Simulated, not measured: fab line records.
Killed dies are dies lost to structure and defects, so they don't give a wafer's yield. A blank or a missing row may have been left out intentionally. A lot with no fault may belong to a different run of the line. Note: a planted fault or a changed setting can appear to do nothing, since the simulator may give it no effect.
fab line records ; flow nand_harc
record: lots: 11; wafers: 33; last_day: 34
route steps=1302 shown P_CONTACT@219
lots that met no fault: from a run of the same line without faults
start_h: the number of hours between the record's first day and the start of the first shown wafer of the lot ; wait_h: hours from the lot's prior step to this one ; " identical to the entry in the row above ; L1.1+2: a single row standing in for several wafers ; - value missing, or start not given ; * or withheld: withheld ; < > ~ a bound
route shown NAME@n: names a module that has steps shown in the file, with the first one's number in the route ; usual: mean/standard deviation taken from wafers without a fault ; same: alike in all rows ; chamber/n: place in a boat ; sites: each site's reading ; _std_site: how widely they spread, as a standard deviation ; _edge_site: the outer-site mean with the inner-site mean subtracted ; radius_mm: for every site, how far away it sits from the centre of the wafer ; mask NAME#n: copy n ; behind: the last tool/chamber to shape the wafer ; hold: cause of the lot's hold/its duration in hours/its outcome ; device: the transistor (n, p or np) that didn't switch ; end of line: tests run on the same wafers once the route is complete ; for a step that has no rows: nothing shown but its recipe ; killed: dies lost to structure and defects at the first sort, not the wafer's yield ; map: a wafer's dies, x killed, . not, _ none there
set.NAME: the run value of the setting; set.NAME@STEP: its run value at that earlier step ; model.NAME: the simulator's own value behind a step, which no gauge read
the route's steps for a sample of lots (tables are steps, rows are wafers)
services: a tool's chamber out of use, with start hour (start_h, from the record's first day; less than 0 if before it), hours out, and reason
== steps ==
step: NHARC_P_CONTACT_CMP_01
recipe: target_thk_nm: 200; material: SiO2
usual: motor_current_A: 12.2/1; slurry_flow_ml_min: 150.0/0.48
lot.wafer;tool;chamber;start_h;wait_h;motor_current_A;slurry_flow_ml_min
L626.1;cmp-01;0;120.37;-;11.0;149.1
L626.4;cmp-01;2;120.37;-;10.9;150.2
L626.2;cmp-01;3;120.37;-;12.8;150.0
L628.3;cmp-01;2;135.77;0.4;11.5;150.8
L628.4;cmp-01;3;135.77;0.4;12.1;149.8
L628.5;cmp-01;1;135.77;0.4;13.4;150.1
L629.3;cmp-01;3;150.67;-;12.3;150.3
L629.1;cmp-01;0;150.67;-;11.2;148.9
L629.5;cmp-01;1;150.67;-;13.1;149.4
L630.3;cmp-01;1;163.05;-;13.7;149.5
L630.6;cmp-01;3;163.05;-;12.6;150.0
L630.5;cmp-01;0;163.05;-;11.4;149.5
L639.2;cmp-04;3;248.83;-;10.7;149.7
L639.4;cmp-04;1;248.83;-;12.7;149.4
L639.1;cmp-04;2;248.83;-;13.5;150.7
L641.1;cmp-01;2;261.45;-;12.0;150.8
L641.2;cmp-01;3;261.45;-;12.2;150.3
L641.4;cmp-01;0;261.45;-;10.7;149.4
L643.1;cmp-04;3;287.81;-;10.9;150.5
L643.4;cmp-04;0;287.81;-;11.5;149.8
L643.2;cmp-04;1;287.81;-;12.5;149.7
L644.2;cmp-03;0;303.10;-;11.5;150.9
L644.3;cmp-03;1;303.10;-;12.7;150.0
L644.1;cmp-03;2;303.10;-;12.5;150.8
L646.3;cmp-04;2;314.71;-;12.7;149.7
L646.5;cmp-04;2;314.71;-;13.3;150.0
L646.6;cmp-04;3;314.71;-;9.9;150.0
L648.2;cmp-01;1;330.40;-;13.9;150.1
L648.1;cmp-01;3;330.40;-;11.8;150.7
L648.6;cmp-01;1;330.40;-;12.9;149.7
L647.1;cmp-04;2;331.24;-;13.4;149.6
L647.2;cmp-04;3;331.24;-;10.0;150.3
L647.6;cmp-04;2;331.24;-;13.0;149.7
step: NHARC_P_CONTACT_ETCH_36
recipe: target_depth_a: 2600; over_etch_frac: 0.25; time_s: 406.25; ion_energy_ev: 200; n2_flow_sccm: 150; h2_flow_sccm: 150; ar_flow_sccm: 0; rf_w: 400; bias_w: 150; chemistry: N2/H2
usual: drypump_motor_current_A: 5.8/0.45; oes_product_au: 1.000/0.01; rf_vpp_V: 429.1/2.2; showerhead_plenum_p_Torr: 1.99/0.075; throttle_valve_pct: 14.172/0.008
same: time_s: 406.25
lot.wafer;tool;chamber;start_h;wait_h;drypump_motor_current_A;oes_product_au;rf_hours_counter_h;rf_vpp_V;showerhead_plenum_p_Torr;throttle_valve_pct
L626.4;rie_diel-09;2;-;-;6.4;1.011;9.4;432.0;2.06;14.180
L626.2;rie_diel-09;3;-;-;5.4;1.016;9.6;429.7;2.03;14.186
L626.1;rie_diel-09;1;-;-;6.1;1.004;6.9;431.4;2.07;14.183
L628.3;rie_diel-09;1;-;-;6.1;0.998;7.7;431.7;2.07;14.174
L628.4;rie_diel-09;0;-;-;6.5;1.002;10.4;427.5;1.98;14.178
L628.5;rie_diel-09;2;-;-;6.4;1.001;-;430.9;2.06;14.158
L629.3;rie_diel-02;1;-;-;5.7;1.004;3.2;427.4;1.94;14.177
L629.1;rie_diel-02;2;-;-;6.3;1.011;3.4;428.1;1.90;14.174
L629.5;rie_diel-02;0;-;-;5.6;0.989;-;428.8;1.94;14.187
L630.3;rie_diel-02;1;-;-;5.7;1.012;3.7;427.5;1.94;14.173
L630.6;rie_diel-02;0;-;-;5.7;0.987;-;427.1;1.94;14.172
L630.5;rie_diel-02;1;-;-;5.7;1.007;-;425.9;1.94;14.174
L639.4;rie_diel-05;2;-;-;6.0;1.000;0.4;431.2;2.07;14.180
L639.2;rie_diel-05;0;-;-;6.4;1.006;0.3;427.2;1.90;14.175
L639.1;rie_diel-05;1;-;-;5.5;1.013;0.4;426.8;1.90;14.169
L641.2;rie_diel-09;1;-;-;6.1;1.004;5.9;431.5;2.07;14.173
L641.4;rie_diel-09;2;-;-;6.4;0.989;5.7;431.3;2.06;14.177
L641.1;rie_diel-09;3;-;-;5.4;1.009;5.8;430.5;2.02;14.170
L643.1;rie_diel-02;3;-;-;5.3;0.996;2.4;429.9;2.01;14.184
L643.2;rie_diel-02;1;-;-;5.7;0.993;2.3;429.5;1.94;14.170
L643.4;rie_diel-02;2;-;-;6.3;1.014;2.3;425.1;1.90;14.184
L644.3;rie_diel-05;3;-;-;5.1;0.993;1.5;433.3;2.14;14.172
L644.2;rie_diel-05;1;-;-;5.5;0.999;1.4;427.5;1.90;14.171
L644.1;rie_diel-05;2;-;-;5.9;1.009;1.5;430.4;2.07;14.166
L646.3;rie_diel-02;0;-;-;5.6;1.002;3.5;426.4;1.94;14.179
L646.5;rie_diel-02;3;-;-;5.3;0.994;-;430.9;2.01;14.162
L646.6;rie_diel-02;0;-;-;5.6;1.008;-;427.1;1.94;14.155
L648.1;rie_diel-02;2;-;-;6.3;1.002;3.9;427.9;1.90;14.183
L648.2;rie_diel-02;0;-;-;5.7;1.001;4.3;428.7;1.94;14.165
L648.6;rie_diel-02;3;-;-;5.3;0.978;-;429.5;2.01;14.166
L647.2;rie_diel-09;0;-;-;6.5;1.011;0.1;428.3;1.98;14.168
L647.1;rie_diel-09;1;-;-;6.1;1.001;0.1;431.8;2.06;14.185
L647.6;rie_diel-09;3;-;-;5.4;0.999;-;430.6;2.02;14.170
step: NHARC_P_CONTACT_STRIP_28
recipe: o2_flow_sccm: 500; ar_flow_sccm: 0; bias_w: 0; chemistry: O2
usual: drypump_motor_current_A: 6.0/0.47; oes_product_au: 1.003/0.0092; rf_vpp_V: 57.8/0.88; showerhead_plenum_p_Torr: 3.48/0.1; throttle_valve_pct: 17.037/0.009
lot.wafer;tool;chamber;start_h;wait_h;drypump_motor_current_A;oes_product_au;rf_hours_counter_h;rf_vpp_V;showerhead_plenum_p_Torr;throttle_valve_pct
L626.1;rie_diel-05;0;122.72;0.1;6.4;1.002;1.2;58.5;3.32;17.037
L626.4;rie_diel-05;1;122.72;0.1;5.6;1.007;0.9;56.7;3.31;17.034
L626.2;rie_diel-05;2;122.72;0.1;5.9;1.015;1.0;58.4;3.58;17.027
L628.3;rie_diel-02;2;137.71;0.1;6.4;1.005;3.1;58.5;3.32;17.032
L628.4;rie_diel-02;0;137.71;0.1;5.7;0.992;3.1;59.3;3.38;17.032
L628.5;rie_diel-02;1;137.71;0.1;5.7;1.005;-;58.6;3.37;17.041
L629.1;rie_diel-09;2;152.62;0.1;6.4;0.998;0.0;59.0;3.56;17.041
L629.3;rie_diel-09;3;152.62;0.1;5.4;1.015;0.0;56.2;3.51;17.038
L629.5;rie_diel-09;1;152.62;0.1;6.1;0.995;-;56.2;3.57;17.033
L630.3;rie_diel-09;0;164.99;0.1;6.5;1.010;0.4;57.1;3.43;17.043
L630.6;rie_diel-09;2;164.99;0.1;6.5;1.019;-;57.9;3.56;17.035
L630.5;rie_diel-09;3;164.99;0.1;5.4;1.007;-;58.5;3.51;17.032
L639.4;rie_diel-09;0;250.67;0.1;6.5;1.002;3.6;55.8;3.43;17.048
L639.2;rie_diel-09;2;250.67;0.1;6.5;0.994;4.9;59.3;3.56;17.034
L639.1;rie_diel-09;3;250.67;0.1;5.4;0.995;4.8;57.4;3.50;17.032
L641.1;rie_diel-09;1;263.43;0.1;6.1;1.004;6.2;57.2;3.57;17.044
L641.4;rie_diel-09;2;263.43;0.1;6.4;0.988;6.0;58.1;3.56;17.024
L641.2;rie_diel-09;3;263.43;0.1;5.4;1.006;6.0;55.7;3.50;17.046
L643.4;rie_diel-09;0;289.78;0.1;6.5;1.019;6.2;58.5;3.43;17.038
L643.1;rie_diel-09;1;289.78;0.1;6.1;1.017;7.4;57.4;3.57;17.025
L643.2;rie_diel-09;2;289.78;0.1;6.5;1.007;7.6;57.8;3.56;17.044
L644.3;rie_diel-05;3;304.91;0.1;5.1;0.984;1.9;56.7;3.69;17.029
L644.1;rie_diel-05;0;304.91;0.1;6.4;0.991;1.7;56.9;3.31;17.046
L644.2;rie_diel-05;1;304.91;0.1;5.6;1.008;1.5;58.0;3.30;17.047
L646.3;rie_diel-09;1;316.59;0.1;6.1;1.006;8.7;56.0;3.57;17.035
L646.5;rie_diel-09;3;316.59;0.1;5.4;1.018;-;58.1;3.50;17.034
L646.6;rie_diel-09;0;316.59;0.1;6.5;1.015;-;56.4;3.43;17.035
L648.1;rie_diel-05;0;332.39;0.1;6.4;0.987;2.6;57.0;3.31;17.034
L648.2;rie_diel-05;1;332.39;0.1;5.6;1.002;2.5;56.8;3.30;17.034
L648.6;rie_diel-05;2;332.39;0.1;6.0;1.006;-;58.6;3.57;17.051
L647.1;rie_diel-05;2;333.18;0.1;5.9;1.011;2.5;58.5;3.57;17.031
L647.2;rie_diel-05;3;333.18;0.1;5.0;0.987;2.7;58.9;3.69;17.029
L647.6;rie_diel-05;3;333.18;0.1;5.1;0.998;-;57.9;3.69;17.047
step: NHARC_P_CONTACT_CVD_23
recipe: target_thk_a: 2000; temp_c: 300; pressure_torr: 40; wf6_flow_sccm: 40; h2_flow_sccm: 1600; ar_flow_sccm: 1560; time_s: 557; material: W
usual: heater_power_w: 485/40; susceptor_temp_C: 300.03/0.19; throttle_valve_pct: 8.27/0.22
lot.wafer;tool;chamber;start_h;wait_h;heater_power_w;since_wet_clean_h;susceptor_temp_C;throttle_valve_pct
L626.2;cvd_w-02;0;123.79;-;522;22;300.07;8.02
L626.1;cvd_w-02;1;123.79;-;442;22;300.14;8.45
L626.4;cvd_w-02;0;123.79;-;516;-;300.05;8.08
L628.4;cvd_w-02;0;139.00;-;512;-;300.06;8.09
L628.3;cvd_w-02;1;139.00;-;445;-;300.10;8.17
L628.5;cvd_w-02;1;139.00;-;453;-;299.80;8.42
L629.1;cvd_w-01;0;153.67;-;505;135;300.08;8.10
L629.3;cvd_w-01;0;153.67;-;483;-;299.80;8.19
L629.5;cvd_w-01;0;153.67;-;499;-;299.92;7.92
L630.3;cvd_w-01;0;166.21;-;500;-;299.72;8.08
L630.5;cvd_w-01;0;166.21;-;495;-;299.73;7.95
L630.6;cvd_w-01;1;166.21;-;475;-;300.09;8.30
L639.1;cvd_w-01;1;251.75;-;477;52;300.03;8.15
L639.2;cvd_w-01;0;251.75;-;495;52;300.12;8.08
L639.4;cvd_w-01;0;251.75;-;504;-;299.77;7.95
L641.2;cvd_w-02;1;264.49;-;451;163;300.32;8.54
L641.1;cvd_w-02;0;264.49;-;517;163;300.07;8.22
L641.4;cvd_w-02;0;264.49;-;530;-;300.04;8.39
L643.2;cvd_w-02;0;290.86;-;552;8;299.95;8.37
L643.1;cvd_w-02;1;290.86;-;421;9;300.11;8.75
L643.4;cvd_w-02;0;290.86;-;552;-;300.04;7.97
L644.1;cvd_w-02;1;305.99;-;426;24;299.89;8.51
L644.2;cvd_w-02;0;305.99;-;551;24;300.27;8.33
L644.3;cvd_w-02;0;305.99;-;552;-;300.02;8.10
L646.3;cvd_w-02;0;317.99;-;553;-;300.07;8.15
L646.5;cvd_w-02;1;317.99;-;432;-;300.18;8.60
L646.6;cvd_w-02;0;317.99;-;552;-;299.88;8.30
L648.2;cvd_w-02;1;333.46;-;427;51;300.16;8.57
L648.1;cvd_w-02;0;333.46;-;555;51;299.84;8.43
L648.6;cvd_w-02;1;333.46;-;430;-;300.13;8.48
L647.2;cvd_w-02;1;334.28;-;424;52;300.01;8.44
L647.1;cvd_w-02;0;334.28;-;550;52;300.12;8.28
L647.6;cvd_w-02;0;334.28;-;566;-;299.91;8.42
step: NHARC_P_CONTACT_CMP_24
recipe: t_overpolish_s: 30; target_thk_nm: 200
usual: motor_current_A: 12.3/1.2; overpolish_run_s: 29.999/0.0093; slurry_flow_ml_min: 150.0/0.46; time_to_endpoint_s: 40.6/2.4
lot.wafer;tool;chamber;start_h;wait_h;motor_current_A;overpolish_run_s;slurry_flow_ml_min;time_to_endpoint_s
L626.2;cmp-01;2;124.45;0.6;11.5;30.016;150.0;38.4
L626.4;cmp-01;0;124.45;0.6;11.4;29.982;150.2;41.5
L626.1;cmp-01;1;124.45;0.6;13.4;29.997;149.6;40.7
L628.4;cmp-01;3;139.46;0.4;12.4;30.003;149.7;40.1
L628.3;cmp-01;0;139.46;0.4;11.6;30.012;150.0;56.2
L628.5;cmp-01;0;139.46;0.4;12.0;29.994;150.2;58.3
L629.3;cmp-01;1;154.65;0.7;13.3;30.007;149.7;43.1
L629.1;cmp-01;2;154.65;0.7;11.4;30.002;150.3;40.6
L629.5;cmp-01;3;154.65;0.7;12.3;29.998;150.4;41.0
L630.3;cmp-01;1;166.68;0.4;13.7;30.010;150.5;44.7
L630.5;cmp-01;1;166.68;0.4;14.0;29.999;150.9;39.8
L630.6;cmp-01;2;166.68;0.4;11.1;29.994;150.3;41.8
L639.1;cmp-03;2;252.41;0.6;13.3;29.993;150.5;41.1
L639.2;cmp-03;0;252.41;0.6;11.2;29.979;150.3;39.3
L639.4;cmp-03;1;252.41;0.6;13.5;30.000;150.2;36.3
L641.2;cmp-04;2;265.15;0.6;13.5;30.013;149.6;40.4
L641.1;cmp-04;3;265.15;0.6;10.4;29.990;150.2;38.0
L641.4;cmp-04;0;265.15;0.6;12.3;29.992;150.6;40.2
L643.4;cmp-01;0;291.51;0.4;11.0;30.004;149.6;40.9
L643.2;cmp-01;1;291.51;0.4;13.8;30.014;150.3;42.2
L643.1;cmp-01;3;291.51;0.4;12.2;29.998;149.6;38.7
L644.1;cmp-03;0;306.64;0.6;11.8;29.986;149.3;40.2
L644.2;cmp-03;2;306.64;0.6;13.3;29.991;150.3;42.7
L644.3;cmp-03;3;306.64;0.6;14.7;29.985;150.3;40.3
L646.3;cmp-01;3;318.46;0.4;11.5;29.998;150.3;40.2
L646.5;cmp-01;0;318.46;0.4;11.4;30.002;149.7;42.4
L646.6;cmp-01;1;318.46;0.4;12.9;29.999;149.8;43.7
L648.1;cmp-01;2;334.15;0.5;11.5;29.978;149.9;39.5
L648.2;cmp-01;3;334.15;0.5;12.6;29.991;149.6;40.3
L648.6;cmp-01;1;334.15;0.5;13.1;29.983;150.5;42.8
L647.1;cmp-03;0;334.93;0.5;11.9;30.003;150.2;37.9
L647.2;cmp-03;2;334.93;0.5;13.0;30.002;150.2;39.7
L647.6;cmp-03;1;334.93;0.5;13.5;30.001;149.6;37.3
== services ==
tool;chamber;start_h;hours;kind
cvd_w-02;-;103.20;0.5;repair
cmp-01;-;108.44;4.0;pm
cvd_w-02;-;109.09;2.2;repair
rie_diel-05;-;116.17;0.5;repair
rie_diel-02;-;132.26;4.9;repair
rie_diel-09;2;134.31;1.2;repair
cmp-01;-;141.31;3.3;repair
rie_diel-09;-;143.10;9.0;pm
cmp-01;-;147.22;1.6;repair
rie_diel-05;2;152.22;7.3;repair
rie_diel-02;0;171.23;6.1;repair
rie_diel-09;0;176.02;18.0;repair
cmp-01;-;198.02;0.3;repair
cmp-01;-;200.66;1.2;repair
cmp-01;-;206.44;4.0;pm
rie_diel-02;-;216.70;9.0;pm
rie_diel-05;-;229.60;9.0;pm
rie_diel-05;2;252.54;4.1;repair
cmp-01;-;260.01;0.5;repair
cvd_w-02;-;269.49;13.0;pm
cmp-01;-;291.74;2.2;repair
rie_diel-09;3;302.88;4.0;repair
cmp-01;-;304.44;4.0;pm
rie_diel-09;-;320.10;9.0;pm
== key ==
first_sign: step: NHARC_P_CONTACT_CMP_24; reading: time_to_endpoint_s; direction: up; sigmas: 7.1; usual: *; struck: *
effect none on later readings
met_at NHARC_P_CONTACT_CVD_23
struck_lots L628
struck_wafers L628.3,L628.5
tester_left_out L628
not_acting_at NHARC_P_CONTACT_CMP_01,NHARC_P_CONTACT_ETCH_36,NHARC_P_CONTACT_STRIP_28
onset_between 123.79 139.00
fault: kind: process_parameter_drift; tool: cvd_w-02; chamber: -; onset_h: 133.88; steps: NHARC_P_CONTACT_CVD_23; channel: target_thk_a; offset: *; shape: step; end_h: 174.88; scope: struck_wafers_only; acts_in: *; stated: *
tester_left_out: of these lots the tester's yield and bins aren't shown, on N5 and GAA mostly nor the transistor test; their killed dies are dies lost to structure and defects alone, not to doping, threshold or leakage, so they don't give the yield
